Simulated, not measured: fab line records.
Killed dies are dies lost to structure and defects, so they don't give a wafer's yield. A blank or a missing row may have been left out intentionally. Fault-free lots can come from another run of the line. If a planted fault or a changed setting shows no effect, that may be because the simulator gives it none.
Which tool is to blame?    flow nand harc    24 lots with 72 wafers sampled at 6 steps, on a route of 1302 steps

WHAT THE GAUGES READ, wafer by wafer
NHARC_A_CONTACT_CD_MEAS_69 targets a cd of 300 nm. Usual: 300.1 nm for cd nm, sd 0.56.
lot   measured      on         cd nm (nm)         flag
L075  day 22 01:22  cd sem-01  300.4 299.9 299.9  
L077  day 22 13:31  cd sem-03  299.7 299.8 299.1  
L076  day 22 14:51  cd sem-03  300.7 300.0 300.2  
L078  day 22 19:31  cd sem-02  300.1 299.7 300.0  
L074  day 22 20:00  cd sem-03  300.1 299.4 300.1  
L081  day 23 20:02  cd sem-02  300.8 300.0 300.6  
L079  day 23 20:44  cd sem-01  300.7 300.3 299.6  
L080  day 24 00:25  cd sem-03  299.0 299.9 299.3  
L083  day 25 05:50  cd sem-02  299.6 299.2 299.2  
L082  day 25 08:18  cd sem-03  300.3 299.7 300.1  
L085  day 26 06:16  cd sem-01  300.7 300.0 299.9  
L084  day 26 19:30  cd sem-01  299.2 300.0 300.0  
L086  day 26 23:48  cd sem-02  300.5 300.2 301.2  
L087  day 27 23:44  cd sem-03  299.2 299.5 300.1  
L090  day 27 23:53  cd sem-01  299.8 299.3 299.5  
L088  day 28 03:05  cd sem-01  300.1 300.7 300.6  
L089  day 28 06:58  cd sem-03  300.8 300.9 300.9  
L091  day 28 11:35  cd sem-02  300.6 301.0 301.5  
L092  day 29 17:03  cd sem-01  300.0 300.3 300.3  
L093  day 30 00:25  cd sem-01  299.4 300.2 299.5  
L095  day 30 22:07  cd sem-02  301.4 299.9 301.0  
L096  day 31 02:52  cd sem-01  300.3 300.3 300.5  
L094  day 31 06:31  cd sem-01  299.3 299.9 299.8  
L097  day 31 18:28  cd sem-03  300.9 299.8 300.7  

NHARC_A_CONTACT_OVL_MEAS_09. Usual: overlay x nm 0.0 nm, standard deviation 0.58; overlay y nm -0.1 nm, standard deviation 0.97.
lot   measured      on          overlay x nm (nm)  overlay y nm (nm)  flag
L075  day 22 11:53  overlay-02  0.5 0.7 0.4        -1.4 -1.4 -1.3     
L077  day 22 21:15  overlay-02  0.3 0.2 0.0        0.9 0.8 0.9        
L076  day 23 03:15  overlay-01  -0.1 0.2 -0.3      -1.4 -1.4 -1.1     
L078  day 23 04:57  overlay-01  -0.3 0.1 -0.1      -1.0 -1.1 -1.3     
L074  day 23 05:24  overlay-02  1.3 0.4 0.8        -0.1 -0.3 -0.5     
L081  day 24 05:01  overlay-01  0.2 -0.3 -0.4      1.8 2.3 2.0        
L079  day 24 06:52  overlay-01  0.0 0.5 0.3        0.4 0.1 0.1        
L080  day 24 08:39  overlay-02  -0.8 -1.1 -0.6     0.9 1.1 0.8        
L083  day 25 13:41  overlay-01  0.7 0.4 0.7        0.5 0.2 0.3        
L082  day 25 17:17  overlay-01  -0.6 -0.6 -0.4     0.6 1.0 0.9        
L085  day 26 15:08  overlay-01  0.3 -0.3 -0.5      -2.1 -2.0 -1.7     
L084  day 27 03:26  overlay-01  1.0 0.3 0.9        0.9 1.4 1.4        
L086  day 27 07:46  overlay-01  -1.1 -1.3 -0.9     -0.3 0.1 -1.0      
L087  day 28 08:10  overlay-02  -0.7 0.0 -0.3      -0.1 0.3 -0.1      
L090  day 28 08:25  overlay-01  -0.5 -0.4 -0.3     -0.1 -0.4 -0.5     
L088  day 28 11:43  overlay-01  -0.8 -0.4 -0.4     0.1 0.5 0.7        
L089  day 28 14:50  overlay-01  0.0 0.3 0.3        -0.7 -1.3 -0.9     
L091  day 28 20:23  overlay-02  0.2 0.3 -0.2       -0.4 -0.9 -0.3     
L092  day 30 01:55  overlay-02  0.8 0.3 0.8        -0.6 -1.0 -0.8     
L093  day 30 08:47  overlay-02  0.0 0.0 -0.6       -1.3 -1.4 -1.4     
L095  day 31 10:04  overlay-02  0.0 0.6 0.3        1.1 1.2 1.5        
L096  day 31 11:56  overlay-01  0.0 -0.3 0.2       0.3 -0.6 -0.3      
L094  day 31 15:18  overlay-02  -0.4 0.0 0.1       0.1 0.3 0.4        
L097  day 32 05:47  overlay-02  -1.2 -1.2 -1.1     0.3 0.4 0.4        

EACH LOT AND THE TOOL THAT RAN IT (in order: tool; ch and the chambers of the sampled wafers; start)
lot   NHARC_A_CONTACT_ETCH_75             NHARC_A_CONTACT_ETCH_127              NHARC_A_CONTACT_ETCH_128              NHARC_A_CONTACT_ETCH_133
L075  rie diel-04 ch 0,2,3, day 22 01:38  har cap etch-03 ch 0,1, day 22 03:38  har cap etch-03 ch 0,1, day 22 03:49  har cap etch-03 ch 0,1, day 22 04:52
L077  rie diel-08 ch 1,2,3, day 22 13:47  har cap etch-03 ch 0,1, day 22 15:48  har cap etch-03 ch 0,1, day 22 15:59  har cap etch-03 ch 0,1, day 22 16:52
L076  rie diel-04 ch 0,3, day 22 15:07    har cap etch-02 ch 0,1, day 22 17:20  har cap etch-02 ch 0,1, day 22 17:31  har cap etch-02 ch 0,1, day 22 18:28
L078  rie diel-05 ch 0,1,2, day 22 19:48  har cap etch-01 ch 0,1, day 22 21:47  har cap etch-01 ch 0,1, day 22 21:58  har cap etch-01 ch 0,1, day 22 22:51
L074  rie diel-04 ch 1,3, day 22 20:16    har cap etch-03 ch 0,1, day 22 22:21  har cap etch-03 ch 0,1, day 22 22:31  har cap etch-03 ch 0,1, day 22 23:29
L081  rie diel-04 ch 0,1,3, day 23 20:18  har cap etch-01 ch 0,1, day 23 22:19  har cap etch-01 ch 0,1, day 23 22:29  har cap etch-01 ch 0,1, day 23 23:22
L079  rie diel-04 ch 1,2,3, day 23 21:30  har cap etch-03 ch 0,1, day 23 23:30  har cap etch-03 ch 0,1, day 23 23:41  har cap etch-03 ch 0,1, day 24 00:34
L080  rie diel-04 ch 0,2,3, day 24 00:41  har cap etch-02 ch 0,1, day 24 02:44  har cap etch-02 ch 0,1, day 24 02:55  har cap etch-02 ch 0,1, day 24 03:50
L083  rie diel-04 ch 0,3, day 25 06:07    har cap etch-02 ch 0,1, day 25 08:09  har cap etch-02 ch 0,1, day 25 08:20  har cap etch-02 ch 0,1, day 25 09:15
L082  rie diel-08 ch 0,1,2, day 25 08:37  har cap etch-01 ch 0,1, day 25 10:38  har cap etch-01 ch 0,1, day 25 10:49  har cap etch-01 ch 0,1, day 25 11:44
L085  rie diel-04 ch 0,1,3, day 26 06:32  har cap etch-03 ch 0,1, day 26 08:32  har cap etch-03 ch 0,1, day 26 08:43  har cap etch-03 ch 0,1, day 26 09:36
L084  rie diel-08 ch 0,2,3, day 26 19:46  har cap etch-02 ch 0,1, day 26 21:46  har cap etch-02 ch 0,1, day 26 21:57  har cap etch-02 ch 0,1, day 26 22:50
L086  rie diel-04 ch 0,1,3, day 27 00:05  har cap etch-01 ch 0,1, day 27 02:07  har cap etch-01 ch 0,1, day 27 02:18  har cap etch-01 ch 0,1, day 27 03:13
L087  rie diel-05 ch 1,2, day 28 00:00    har cap etch-03 ch 0,1, day 28 02:02  har cap etch-03 ch 0,1, day 28 02:13  har cap etch-03 ch 0,1, day 28 03:08
L090  rie diel-04 ch 0,3, day 28 00:10    har cap etch-02 ch 0,1, day 28 02:13  har cap etch-02 ch 0,1, day 28 02:23  har cap etch-02 ch 0,1, day 28 03:22
L088  rie diel-04 ch 1,2,3, day 28 03:22  har cap etch-03 ch 0,1, day 28 05:25  har cap etch-03 ch 0,1, day 28 05:36  har cap etch-03 ch 0,1, day 28 06:29
L089  rie diel-08 ch 0,2,3, day 28 07:14  har cap etch-02 ch 0,1, day 28 09:17  har cap etch-02 ch 0,1, day 28 09:28  har cap etch-02 ch 0,1, day 28 10:20
L091  rie diel-05 ch 1,2,3, day 28 11:53  har cap etch-02 ch 0,1, day 28 14:01  har cap etch-02 ch 0,1, day 28 14:11  har cap etch-02 ch 0,1, day 28 15:06
L092  rie diel-04 ch 0,1,3, day 29 17:19  har cap etch-01 ch 0,1, day 29 19:22  har cap etch-01 ch 0,1, day 29 19:32  har cap etch-01 ch 0,1, day 29 20:28
L093  rie diel-04 ch 0,1,2, day 30 00:41  har cap etch-02 ch 0, day 30 02:47    har cap etch-02 ch 0, day 30 03:02    har cap etch-02 ch 0, day 30 04:16
L095  rie diel-04 ch 0,1,2, day 30 22:23  har cap etch-02 ch 0,1, day 31 00:26  har cap etch-02 ch 0,1, day 31 00:37  har cap etch-02 ch 0,1, day 31 01:32
L096  rie diel-04 ch 0,1,2, day 31 03:09  har cap etch-03 ch 0,1, day 31 05:10  har cap etch-03 ch 0,1, day 31 05:21  har cap etch-03 ch 0,1, day 31 06:16
L094  rie diel-05 ch 1,2,3, day 31 06:48  har cap etch-01 ch 0,1, day 31 08:53  har cap etch-01 ch 0,1, day 31 09:04  har cap etch-01 ch 0,1, day 31 09:57
L097  rie diel-08 ch 0,3, day 31 18:46    har cap etch-03 ch 0,1, day 31 20:58  har cap etch-03 ch 0,1, day 31 21:09  har cap etch-03 ch 0,1, day 31 22:07
- NHARC_A_CONTACT_ETCH_75: etches the open film in CF4, target depth 39 nm, time 65 s.
- NHARC_A_CONTACT_ETCH_127: etches the open film in C4F8/O2/Ar, time 197 s, target depth 1918 nm.
- NHARC_A_CONTACT_ETCH_128: etches the open film in C4F8/O2/Ar, time 197 s, target depth 1918 nm.
- NHARC_A_CONTACT_ETCH_133: etches the open film in C4F8/O2/Ar, time 374 s, target depth 1610 nm.

AS READ BY THE TOOLS THEMSELVES (means over the sampled wafers that have a number; for cases with no such wafer, the mark the record gives instead)
NHARC_A_CONTACT_ETCH_75. Usual: drypump motor current A 5.80 A, standard deviation 0.26; oes product au 1.002 a.u., standard deviation 0.0093; rf vpp V 151.4 V, standard deviation 1.3; showerhead plenum p Torr 1.79 Torr, standard deviation 0.087; throttle valve pct 13.284 %, standard deviation 0.009.
lot   tool         drypump motor current A (A)  oes product au (a.u.)  rf vpp V (V)  showerhead plenum p Torr (Torr)  throttle valve pct (%)  flag
L075  rie diel-04  5.82                         0.996                  151.0         1.78                             13.283                  
L077  rie diel-08  5.81                         1.003                  151.7         1.85                             13.278                  
L076  rie diel-04  5.79                         0.996                  150.9         1.72                             13.286                  
L078  rie diel-05  5.86                         0.998                  152.0         1.83                             13.285                  
L074  rie diel-04  5.60                         0.993                  151.9         1.82                             13.283                  
L081  rie diel-04  5.64                         1.008                  151.4         1.74                             13.280                  
L079  rie diel-04  5.70                         1.003                  151.0         1.81                             13.282                  
L080  rie diel-04  5.82                         1.002                  152.2         1.78                             13.284                  
L083  rie diel-04  5.73                         1.001                  151.6         1.79                             13.287                  
L082  rie diel-08  6.05                         1.002                  152.4         1.83                             13.287                  
L085  rie diel-04  5.66                         1.001                  150.7         1.74                             13.278                  
L084  rie diel-08  5.67                         0.997                  150.8         1.79                             13.283                  
L086  rie diel-04  5.66                         1.002                  151.4         1.74                             13.289                  
L087  rie diel-05  6.05                         0.996                  151.5         1.82                             13.283                  
L090  rie diel-04  5.73                         1.002                  151.3         1.79                             13.274                  
L088  rie diel-04  5.73                         1.000                  151.8         1.80                             13.293                  
L089  rie diel-08  5.65                         1.004                  151.4         1.78                             13.285                  
L091  rie diel-05  5.99                         1.007                  151.0         1.77                             13.290                  
L092  rie diel-04  5.66                         1.001                  151.2         1.74                             13.277                  
L093  rie diel-04  5.74                         1.008                  151.2         1.72                             13.291                  
L095  rie diel-04  5.76                         0.994                  152.1         1.81                             13.281                  
L096  rie diel-04  5.75                         0.992                  151.8         1.81                             13.282                  
L094  rie diel-05  5.97                         1.014                  150.6         1.77                             13.278                  
L097  rie diel-08  5.42                         1.001                  151.0         1.73                             13.289                  

THE ANSWER, worked out from the rows above alone
Rule: take the mean of a lot's wafers that have a number; if it is more than 3 standard deviations from the usual mean, the lot is off. A lot without any number at a reading at which 4 lots or more have one is off too. Where the step has rows for the other lots, those lots are counted as sound. Order of review: gauges by route order, followed by the tools' own readings, for which a lot's mean as printed above is used. At the first step where some lot is off, the reading lying furthest off is the one used; lots without a number count as furthest.
No lot is off at any reading shown: from this, nothing can be told.

WHAT THE SIMULATOR PUT IN
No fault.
